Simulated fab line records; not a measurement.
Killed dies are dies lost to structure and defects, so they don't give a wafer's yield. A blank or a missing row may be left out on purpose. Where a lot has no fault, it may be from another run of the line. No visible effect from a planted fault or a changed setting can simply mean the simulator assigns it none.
fab line records	flow n5-finfet
[record] lots = 6	wafers = 18	last-day = 18
route steps=1938 shown BEOL_M10@1505 BEOL_M15@1830 PASSIVATION@1936
lots with no fault: from the same line, run without faults
start-h: hours from the record's opening day to when the first of the lot's shown wafers began	wait-h: hours elapsed since this lot's preceding step	" identical to the entry in the row above	L1.1+2: a row that stands for several wafers	- either no value or no given start	* or withheld: withheld	< > ~ a bound
route shown NAME@n: NAME is a module with steps in the file, n the number in the route of the first one	usual: mean/standard deviation of fault-free wafers	same: alike in all rows	chamber/n: place in a boat	sites: per-site readings	_std_site: how widely they spread, as a standard deviation	_edge_site: outer sites' mean less inner sites'	radius-mm: for every site, how far away it sits from the centre of the wafer	mask NAME#n: copy n	behind: the last tool/chamber to shape the wafer	hold: the reason the lot was held/the length of the hold in hours/how it ended	device: the transistor (n, p or np) that didn't switch	end of line: at the end of the route, the tests of the same wafers	a step without rows: its recipe alone	killed: dies that structure and defects cost at the first sort, which is not the same as the wafer's yield	map: dies across one wafer; x = killed, . = not, _ = none there
set.NAME: the setting that was run; set.NAME@STEP: the one run at that earlier step	model.NAME: the simulator's own value behind a step, which no gauge read
one table for each step of the route and one row for each wafer, over a sample of lots
services: a tool's chamber out of use, with start hour (start-h, from the record's first day; less than 0 if before it), hours out, and reason
[[steps]]
[step N5_BEOL_M10_DESCUM_33]
[recipe] chemistry = O2	time-s = 7.9	source-power-w = 50	bias-power-w = 20	pressure-mtorr = 20	rf-frequency-hz = 2.712e+07	temp-c = 40	resist = CAR-ArF	o2-flow-sccm = 225
[usual] drypump-motor-current-A = 5.5/0.55	oes-product-au = 0.78/0.056	rf-vpp-V = 243.7/1.4	showerhead-plenum-p-Torr = 2.13/0.067	temp-c = 40.00/0.11	throttle-valve-pct = 20.56/0.2
lot.wafer	tool	chamber	start-h	wait-h	drypump-motor-current-A	oes-product-au	rf-hours-counter-h	rf-vpp-V	showerhead-plenum-p-Torr	temp-c	throttle-valve-pct
L505.1	rie-diel-05	0	273.59	0.1	6.2	0.81	110	240.8	2.04	39.98	20.82
L505.5	"	2	"	"	5.6	0.83	-	245.0	2.20	40.19	20.42
L505.6	"	0	"	"	6.2	0.80	-	241.8	2.04	39.94	20.81
L517.1	rie-diel-01	1	312.86	0.0	5.2	0.80	91	244.7	2.13	40.07	20.57
L517.3	"	2	"	"	4.9	0.68	223	243.0	2.17	39.94	20.86
L517.6	"	1	"	"	5.2	0.81	-	242.6	2.13	40.10	20.56
L518.1	rie-diel-01	3	326.89	0.0	5.3	0.68	236	242.3	2.14	39.78	20.40
L518.3	"	0	"	"	6.4	0.77	142	243.0	2.09	40.07	20.24
L518.6	"	3	"	"	5.3	0.68	-	243.7	2.14	40.15	20.40
L519.2	rie-diel-01	3	327.35	0.3	5.3	0.68	236	245.3	2.14	39.78	20.37
L519.3	"	2	"	"	4.9	0.68	229	242.8	2.17	39.97	20.87
L519.5	"	1	"	"	5.2	0.81	-	243.9	2.13	39.97	20.57
L528.2	rie-diel-05	0	382.09	0.0	6.2	0.77	141	241.4	2.03	40.18	20.87
L528.4	"	1	"	"	5.6	0.77	139	242.8	2.01	40.14	20.56
L528.5	"	3	"	"	4.6	0.77	-	244.9	2.19	39.97	20.63
L527.2	rie-diel-03	0	382.26	0.0	5.6	0.69	219	243.9	2.15	40.18	20.56
L527.3	"	2	"	"	5.3	0.70	193	245.1	2.09	40.05	21.01
L527.4	"	1	"	"	5.2	0.75	181	241.6	2.09	39.88	20.61
[step N5_BEOL_M10_ETCH_65]
[recipe] chemistry = CF4	target = SiARC	target-depth-a = 390	mask-material = CAR-ArF	time-s = 65	ion-energy-ev = 80	pressure-mtorr = 40	source-w = 545	bias-w = 36	Ar_flow_sccm = 100	cf4-flow-sccm = 100	ends = cleared
[usual] drypump-motor-current-A = 5.5/0.55	etch-rf-on-time-s = 65.2/2	oes-product-au = 0.66/0.047	rf-vpp-V = 184.4/1.1	showerhead-plenum-p-Torr = 2.17/0.073	throttle-valve-pct = 15.71/0.16
lot.wafer	tool	chamber	start-h	wait-h	drypump-motor-current-A	etch-rf-on-time-s	oes-product-au	rf-hours-counter-h	rf-vpp-V	showerhead-plenum-p-Torr	throttle-valve-pct
L505.1	rie-diel-05	0	273.62	0.0	6.2	66.0	0.67	110	183.8	2.07	15.81
L505.5	"	2	"	"	5.6	61.2	0.72	-	184.7	2.25	15.65
L505.6	"	0	"	"	6.2	66.3	0.67	-	184.4	2.07	15.80
L517.1	rie-diel-01	1	312.90	0.0	5.2	65.1	0.68	91	184.5	2.15	15.52
L517.3	"	2	"	"	4.9	65.6	0.60	223	185.4	2.20	15.99
L517.6	"	1	"	"	5.2	65.5	0.68	-	182.3	2.15	15.52
L518.1	rie-diel-01	3	326.92	0.0	5.3	66.2	0.58	236	185.5	2.21	15.79
L518.3	"	0	"	"	6.4	67.1	0.64	142	181.8	2.14	15.50
L518.6	"	3	"	"	5.3	66.0	0.58	-	185.2	2.21	15.80
L519.2	rie-diel-01	3	327.39	0.0	5.4	66.9	0.58	236	182.6	2.21	15.79
L519.3	"	2	"	"	4.9	66.3	0.59	229	184.0	2.20	16.02
L519.5	"	1	"	"	5.2	66.0	0.68	-	184.3	2.15	15.54
L528.2	rie-diel-05	0	382.13	0.0	6.2	66.7	0.65	141	183.1	2.06	15.86
L528.4	"	1	"	"	5.6	63.6	0.67	139	183.9	2.05	15.62
L528.5	"	3	"	"	4.6	66.9	0.65	-	184.0	2.24	15.85
L527.2	rie-diel-03	0	382.30	0.0	5.7	64.3	0.60	219	186.4	2.20	15.75
L527.3	"	2	"	"	5.3	67.2	0.60	193	183.6	2.14	16.08
L527.4	"	1	"	"	5.2	67.3	0.62	181	183.6	2.13	15.71
[step N5_BEOL_M10_VIA_ETCH_34]
[recipe] chemistry = C4F6/O2	target = SiCOH_lowk	target-depth-a = 1845	mask-material = SOC	taper-deg = 4	time-s = 69.2	ion-energy-ev = 250	pressure-mtorr = 30	source-w = 345	bias-w = 185	Ar_flow_sccm = 300	C4F6_flow_sccm = 10	O2_flow_sccm = 10
[usual] drypump-motor-current-A = 5.5/0.55	oes-product-au = 0.77/0.054	rf-vpp-V = 666/15	showerhead-plenum-p-Torr = 2.90/0.096	throttle-valve-pct = 21.04/0.16
lot.wafer	tool	chamber	start-h	wait-h	drypump-motor-current-A	oes-product-au	rf-hours-counter-h	rf-vpp-V	showerhead-plenum-p-Torr	throttle-valve-pct
L505.1	rie-diel-05	0	273.80	0.0	6.2	0.79	110	647	2.76	21.17
L505.5	"	2	"	"	5.6	0.83	-	680	3.01	21.03
L505.6	"	0	"	"	6.2	0.79	-	645	2.76	21.18
L517.1	rie-diel-01	1	313.07	0.0	5.2	0.81	91	671	2.87	20.93
L517.3	"	2	"	"	5.0	0.70	224	673	2.92	21.22
L517.6	"	1	"	"	5.2	0.81	-	671	2.87	20.94
L518.1	rie-diel-01	3	327.10	0.0	5.3	0.68	236	681	2.93	21.02
L518.3	"	0	"	"	6.4	0.77	142	676	2.85	20.78
L518.6	"	3	"	"	5.3	0.68	-	681	2.93	21.02
L519.2	rie-diel-01	3	327.56	0.0	5.3	0.68	236	682	2.93	21.02
L519.3	"	2	"	"	5.0	0.69	229	671	2.92	21.22
L519.5	"	1	"	"	5.2	0.81	-	672	2.87	20.94
L528.2	rie-diel-05	0	382.30	0.0	6.2	0.75	141	645	2.74	21.23
L528.4	"	1	"	"	5.7	0.77	139	638	2.73	20.91
L528.5	"	3	"	"	4.6	0.75	-	668	2.98	21.11
L527.2	rie-diel-03	0	382.47	0.0	5.7	0.71	219	665	2.91	20.97
L527.3	"	2	"	"	5.3	0.71	193	684	2.85	21.45
L527.4	"	1	"	"	5.2	0.74	181	666	2.83	21.01
[step N5_BEOL_M10_TRENCH_ETCH_37]
[recipe] chemistry = C4F6/O2	target-depth-a = 1488.3	target = SiCOH_lowk	time-s = 48	ion-energy-ev = 250	pressure-mtorr = 30	source-w = 345	bias-w = 185	Ar_flow_sccm = 300	C4F6_flow_sccm = 10	O2_flow_sccm = 10
[usual] drypump-motor-current-A = 5.5/0.55	oes-product-au = 0.78/0.054	rf-vpp-V = 666/15	showerhead-plenum-p-Torr = 2.90/0.096	throttle-valve-pct = 21.07/0.16
lot.wafer	tool	chamber	start-h	wait-h	drypump-motor-current-A	oes-product-au	rf-hours-counter-h	rf-vpp-V	showerhead-plenum-p-Torr	throttle-valve-pct
L505.1	rie-diel-05	0	273.90	-	6.2	0.79	110	644	2.76	21.22
L505.5	"	2	"	"	5.6	0.84	-	678	3.01	21.06
L505.6	"	0	"	"	6.2	0.79	-	646	2.76	21.21
L517.1	rie-diel-01	1	313.18	-	5.2	0.80	91	672	2.88	20.96
L517.3	"	2	"	"	5.0	0.69	224	671	2.92	21.23
L517.6	"	1	"	"	5.2	0.80	-	673	2.88	20.96
L518.1	rie-diel-01	3	327.20	-	5.3	0.68	236	682	2.93	21.03
L518.3	"	0	"	"	6.4	0.76	142	674	2.85	20.80
L518.6	"	3	"	"	5.3	0.68	-	683	2.93	21.05
L519.2	rie-diel-01	3	327.66	-	5.3	0.88	236	681	2.93	21.12
L519.3	"	2	"	"	4.9	0.69	229	672	2.92	21.26
L519.5	"	1	"	"	5.3	0.80	-	673	2.87	20.96
L528.2	rie-diel-05	0	382.40	-	6.2	0.76	141	645	2.74	21.26
L528.4	"	1	"	"	5.7	0.78	139	637	2.73	20.95
L528.5	"	3	"	"	4.6	0.75	-	668	2.98	21.15
L527.2	rie-diel-03	0	382.57	-	5.7	0.69	219	664	2.91	20.99
L527.3	"	2	"	"	5.3	0.71	193	686	2.85	21.50
L527.4	"	1	"	"	5.2	0.74	181	664	2.83	21.03
[step N5_BEOL_M10_OCD_MEAS_38]
[usual] trench-depth-nm = 149/3.5
lot.wafer	tool	chamber	start-h	wait-h	trench-depth-nm
L505.1	ocd-02	-	274.08	-	148
L505.5	"	-	"	"	157
L505.6	"	-	"	"	147
L517.1	ocd-02	-	313.36	-	149
L517.3	"	-	"	"	147
L517.6	"	-	"	"	149
L518.1	ocd-01	-	327.38	-	148
L518.3	"	-	"	"	148
L518.6	"	-	"	"	148
L519.2	ocd-02	-	327.85	-	218
L519.3	"	-	"	"	147
L519.5	"	-	"	"	149
L528.2	ocd-01	-	382.59	-	145
L528.4	"	-	"	"	150
L528.5	"	-	"	"	145
L527.2	ocd-02	-	382.76	-	148
L527.3	"	-	"	"	146
L527.4	"	-	"	"	145
[step N5_BEOL_M10_THK_MEAS_53]
[recipe] thk-meas-gauge = xrf	reads = Cu_of_BEOL_M10_ECD_50
[usual] M10_THK = 140/3.8
lot.wafer	tool	chamber	start-h	wait-h	M10_THK[nm]
L505.1	film-metro-02	-	276.02	-	138
L505.5	"	-	"	"	148
L505.6	"	-	"	"	136
L517.1	film-metro-02	-	316.18	-	140
L517.3	"	-	"	"	139
L517.6	"	-	"	"	142
L518.1	film-metro-01	-	331.25	-	141
L518.3	"	-	"	"	138
L518.6	"	-	"	"	140
L519.2	film-metro-01	-	331.43	-	210
L519.3	"	-	"	"	137
L519.5	"	-	"	"	139
L528.2	film-metro-01	-	385.78	-	138
L528.4	"	-	"	"	139
L528.5	"	-	"	"	135
L527.2	film-metro-01	-	386.30	-	138
L527.3	"	-	"	"	138
L527.4	"	-	"	"	134
[step N5_BEOL_M10_RS_MEAS_57]
[recipe] thk-meas-gauge = four-point-probe	reads = Cu_of_BEOL_M10_ECD_50+Co_of_BEOL_M10_CVD_75+TaN_of_BEOL_M10_ALD_74
[usual] M10_RS = 0.151/0.0043
lot.wafer	tool	chamber	start-h	wait-h	M10_RS[ohm/sq]
L505.1	film-metro-02	-	276.16	0.1	0.154
L505.5	"	-	"	"	0.143
L505.6	"	-	"	"	0.157
L517.1	film-metro-02	-	316.57	0.3	0.154
L517.3	"	-	"	"	0.154
L517.6	"	-	"	"	0.151
L518.1	film-metro-02	-	331.38	0.1	0.148
L518.3	"	-	"	"	0.152
L518.6	"	-	"	"	0.150
L519.2	film-metro-02	-	331.60	0.1	0.097
L519.3	"	-	"	"	0.154
L519.5	"	-	"	"	0.152
L528.2	film-metro-02	-	385.92	0.1	0.150
L528.4	"	-	"	"	0.148
L528.5	"	-	"	"	0.155
L527.2	film-metro-01	-	386.44	0.1	0.151
L527.3	"	-	"	"	0.151
L527.4	"	-	"	"	0.156
[step N5_BEOL_M15_RC_MEAS_101]
[usual] COMB_M11 = 1.4e-11/3.2e-12	COMB_M12 = 6.5e-12/1.7e-12	COMB_M13 = 4.7e-12/1.1e-12	COMB_M14 = 3.7e-12/1e-12	COMB_M15 = 2.6e-12/8e-13	COMB_M5 = 3.6e-11/7.6e-12	COMB_M6 = 2.5e-11/4.7e-12	COMB_M7 = 2.6e-11/5.7e-12	COMB_M8 = 2.5e-11/5.4e-12	COMB_M9 = 1.5e-11/3.2e-12	SERP_M10 = 3.03/0.094	SERP_M10_max_site = 3.12/0.1	SERP_M11 = 3.08/0.12	SERP_M12 = 0.643/0.019	SERP_M13 = 0.309/0.0073	SERP_M14 = 0.161/0.0049	SERP_M5 = 39.5/2	SERP_M6 = 13.8/0.59	SERP_M6_max_site = 14.4/0.63	SERP_M7 = 13.9/0.67	SERP_M8 = 13.8/0.53	SERP_M9 = 3.13/0.11
lot.wafer	tool	chamber	start-h	wait-h	COMB_M11[S/m]	COMB_M12[S/m]	COMB_M13[S/m]	COMB_M14[S/m]	COMB_M15[S/m]	COMB_M5[S/m]	COMB_M6[S/m]	COMB_M7[S/m]	COMB_M8[S/m]	COMB_M9[S/m]	SERP_M10[ohm/um]	SERP_M10_max_site[ohm/um]	SERP_M11[ohm/um]	SERP_M12[ohm/um]	SERP_M13[ohm/um]	SERP_M14[ohm/um]	SERP_M5[ohm/um]	SERP_M6[ohm/um]	SERP_M6_max_site[ohm/um]	SERP_M7[ohm/um]	SERP_M8[ohm/um]	SERP_M9[ohm/um]
L505.1	prober-02	0	317.45	0.0	1.4e-11	4.7e-12	3e-12	2.2e-12	1.5e-12	3.3e-11	1.9e-11	2e-11	2.3e-11	9e-12	3.13	3.16	3.02	0.632	0.306	0.161	40.9	15.2	15.8	14.7	14.0	3.00
L505.5	"	0	"	"	1.4e-11	6.3e-12	3.5e-12	2.8e-12	2.8e-12	3.4e-11	2.4e-11	2.8e-11	2.5e-11	1.4e-11	2.90	2.98	2.97	0.648	0.319	0.164	41.6	15.0	15.4	13.7	13.1	3.28
L505.6	"	0	"	"	9e-12	4.1e-12	3.6e-12	2.2e-12	1.5e-12	3.3e-11	2.9e-11	2.1e-11	2.2e-11	1.6e-11	3.20	3.30	3.09	0.665	0.321	0.164	36.9	13.5	14.0	14.0	13.9	3.13
L517.1	prober-02	0	342.35	0.0	1.2e-11	6.4e-12	3.1e-12	4.8e-12	1.7e-12	3e-11	2.9e-11	1.7e-11	2e-11	1e-11	3.13	3.24	2.98	0.647	0.313	0.170	40.7	13.6	14.6	13.7	14.2	2.92
L517.3	"	0	"	"	1.3e-11	8.6e-12	4.4e-12	3.3e-12	1.6e-12	2.9e-11	2.3e-11	1.9e-11	2.8e-11	1.2e-11	3.14	3.21	3.07	0.626	0.317	0.169	42.2	14.5	14.9	13.5	12.7	3.01
L517.6	"	0	"	"	1.3e-11	7.2e-12	3e-12	5.8e-12	1.3e-12	2.6e-11	2.1e-11	1.9e-11	1.9e-11	1.4e-11	3.01	3.21	2.93	0.621	0.314	0.168	39.2	12.8	13.1	12.9	13.3	3.08
L518.1	prober-02	0	364.11	0.0	1.6e-11	6.2e-12	5e-12	2.8e-12	1.6e-12	3.7e-11	2.5e-11	2.7e-11	1.8e-11	1.7e-11	3.01	3.13	3.15	0.619	0.306	0.159	40.5	13.2	13.6	14.7	14.4	3.14
L518.3	"	0	"	"	1.4e-11	6.5e-12	4.7e-12	2.5e-12	1.2e-12	4.7e-11	2.5e-11	2.2e-11	1.5e-11	1.3e-11	3.04	3.10	3.09	0.660	0.312	0.153	39.1	13.6	13.9	14.4	13.3	3.20
L518.6	"	0	"	"	1.9e-11	4.9e-12	4.8e-12	3e-12	1.2e-12	3.8e-11	1.6e-11	2.6e-11	2.9e-11	2e-11	2.99	3.12	3.11	0.615	0.300	0.153	41.3	13.7	14.3	14.7	14.1	3.15
L519.2	prober-01	0	367.94	0.2	1.1e-11	8.2e-12	4.8e-12	3.5e-12	3.6e-12	3.3e-11	2.3e-11	2.3e-11	2.7e-11	1.4e-11	1.93	1.95	3.22	0.633	0.309	0.165	38.3	14.2	14.7	13.5	14.5	3.22
L519.3	"	0	"	"	1.9e-11	9.2e-12	4.2e-12	3.7e-12	3.8e-12	4.8e-11	2.5e-11	2.3e-11	3.1e-11	1.4e-11	3.08	3.14	3.11	0.667	0.315	0.159	38.6	13.9	14.5	13.4	14.0	3.07
L519.5	"	0	"	"	1.3e-11	8.9e-12	4.5e-12	3.4e-12	2.5e-12	3.7e-11	2.3e-11	3e-11	2.9e-11	1.6e-11	3.06	3.13	3.23	0.654	0.304	0.165	37.4	14.1	14.3	13.6	14.0	3.37
L528.2	prober-01	0	418.13	0.2	2.1e-11	5.8e-12	4.6e-12	4e-12	3.6e-12	4.4e-11	2.9e-11	3.8e-11	1.6e-11	1.8e-11	2.96	2.99	3.03	0.660	0.303	0.155	40.5	14.3	15.8	13.5	14.6	2.95
L528.4	"	0	"	"	1.8e-11	7.4e-12	4.7e-12	3.8e-12	3.7e-12	3.8e-11	2.5e-11	3.4e-11	2.6e-11	1.1e-11	2.94	3.10	3.18	0.667	0.320	0.156	40.9	13.8	14.5	13.8	13.7	3.26
L528.5	"	0	"	"	2e-11	1.14e-11	4.7e-12	3.4e-12	2.6e-12	3.7e-11	3.3e-11	2.9e-11	2.4e-11	1.7e-11	3.11	3.17	2.99	0.656	0.320	0.163	38.9	14.0	14.4	14.3	14.6	2.96
L527.2	prober-02	0	418.28	0.2	1.1e-11	7.1e-12	4.6e-12	2.9e-12	2.3e-12	3.5e-11	1.8e-11	3.1e-11	2.8e-11	1.1e-11	3.03	3.13	3.08	0.688	0.308	0.153	36.7	14.4	15.4	13.4	13.6	2.97
L527.3	"	0	"	"	1.1e-11	6e-12	3.9e-12	3.7e-12	2.4e-12	4.8e-11	2.5e-11	3.2e-11	2.4e-11	1e-11	3.08	3.16	3.11	0.662	0.303	0.170	35.9	12.6	12.9	13.4	14.4	2.95
L527.4	"	0	"	"	1.5e-11	6.1e-12	5e-12	1.9e-12	2e-12	4.5e-11	2.1e-11	3.6e-11	1.9e-11	1.7e-11	3.07	3.12	3.28	0.667	0.303	0.161	37.6	12.5	13.7	13.9	14.2	2.98
// sites SERP_M10 radius-mm=0,75,75,75,75,140,140,140,140
L505.1 3.16 3.14 3.13 3.14 3.13 3.07 3.09 3.13 3.00
L517.1 3.08 3.14 3.10 3.12 3.13 3.24 3.22 3.21 3.12
L518.1 3.13 3.11 3.02 3.12 3.01 2.92 2.86 2.87 2.78
L519.2 1.90 1.95 1.95 1.94 1.90 1.93 1.88 1.94 1.87
L528.2 2.99 2.99 2.95 2.96 2.97 2.99 2.84 2.89 2.83
L527.2 2.94 2.98 3.03 3.01 3.06 3.05 3.13 2.97 3.08
[step N5_PASSIVATION_PROBE_49]
[usual] defect-limited-yield = 91.7/1.5	killed_at_M0_to_M3 = 32/10	killed_at_M4_up = 14/5.3	killed-at-contacts = 13/5.7	killed-at-front-end = 37/10	killed-at-other = 3.3/2.5	killed-dies = 98/18	killed-open = 65/13	killed-short = 31/7.5	sort_bin_5_function = 4.9/0.91	sort_bin_6_memory = 3.1/0.71	sort_bin_8_speed = 0.00/0.017	sort-n-pass = 1082/18	sort-yield-pct = 91.7/1.5
[same] gross-dies = 1180	killed-at-back-side = 0	sort_bin_4_leakage[%] = 0
lot.wafer	tool	chamber	start-h	wait-h	defect-limited-yield[%]	killed_at_M0_to_M3	killed_at_M4_up	killed-at-contacts	killed-at-front-end	killed-at-other	killed-dies	killed-open	killed-short	sort_bin_5_function[%]	sort_bin_6_memory[%]	sort_bin_8_speed[%]	sort-n-pass	sort-yield-pct[%]
L519.2	prober-01	-	382.35	0.1	92.9	14	17	6	43	4	84	45	28	4.1	2.6	0	1096	92.9
L519.3	prober-01	-	382.40	0.1	92.5	22	16	14	32	4	88	60	26	4.6	2.5	0	1092	92.5
L519.5	prober-01	-	382.50	0.2	92.9	27	26	10	18	3	84	56	24	4.3	2.5	0	1096	92.9
// killed by level:class
L519.2 FIN_SAQP:geometric-particle:open=11 FIN_SAQP:geometric-particle:short=8 BEOL_M1:geometric-particle:open=6 STI_FIN_REVEAL:geometric-particle:open=5 BEOL_M4:geometric-particle:open=5 HKMG_FIN:area-etch=5 MOL_CONTACT_COAG:geometric-particle:short=4 BEOL_M5:geometric-particle:open=4
L519.3 MOL_CONTACT_COAG:geometric-particle:open=10 FIN_SAQP:geometric-particle:open=8 STI_FIN_REVEAL:geometric-particle:open=7 GATE_CUT:geometric-particle:short=7 BEOL_M2:geometric-particle:open=7 BEOL_M0_SAQP:geometric-particle:open=5 MOL_CONTACT_COAG:geometric-particle:short=4 BEOL_M1:geometric-particle:open=4
L519.5 BEOL_M4:geometric-particle:open=12 BEOL_M1:geometric-particle:open=9 MOL_CONTACT_COAG:geometric-particle:open=7 FIN_SAQP:geometric-particle:open=6 BEOL_M7:geometric-particle:open=6 MOL_CONTACT_COAG:geometric-particle:short=3 BEOL_M0_SAQP:geometric-particle:short=3 BEOL_M0_SAQP:geometric-particle:open=3
[[services]]
tool	chamber	start-h	hours	kind
rie-diel-01	1	263.76	3.0	repair
rie-diel-05	1	270.84	14.1	repair
rie-diel-01	-	322.39	0.2	repair
rie-diel-03	1	336.08	13.1	repair
rie-diel-01	3	372.47	-	clean
rie-diel-01	3	372.47	-	consumable-replace:focus-ring
rie-diel-01	3	372.47	19.3	scheduled-down
rie-diel-01	3	372.47	19.3	vent-cycle
[[key]]
[first-sign] step = N5_BEOL_M10_OCD_MEAS_38	reading = trench-depth-nm	direction = up	sigmas = 20	usual = 149	struck = 218
[effect] step = N5_BEOL_M10_THK_MEAS_53	reading = M10_THK	direction = up	sigmas = 18	usual = 140	struck = 210
[effect] step = N5_BEOL_M10_RS_MEAS_57	reading = M10_RS	direction = down	sigmas = 13	usual = 0.151	struck = 0.097
[effect] step = N5_BEOL_M15_RC_MEAS_101	reading = SERP_M10	direction = down	sigmas = 12	usual = 3.03	struck = 1.93
met-at N5_BEOL_M10_TRENCH_ETCH_37
struck-lots L519
struck-wafers L519.2
not-acting-at N5_BEOL_M10_DESCUM_33,N5_BEOL_M10_ETCH_65,N5_BEOL_M10_VIA_ETCH_34
onset-between 327.20 327.66
[fault] kind = process-parameter-drift	tool = rie-diel-01	chamber = 3	onset-h = 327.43	steps = N5_BEOL_M10_TRENCH_ETCH_37	channel = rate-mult	offset = 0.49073	shape = step	end-h = 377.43
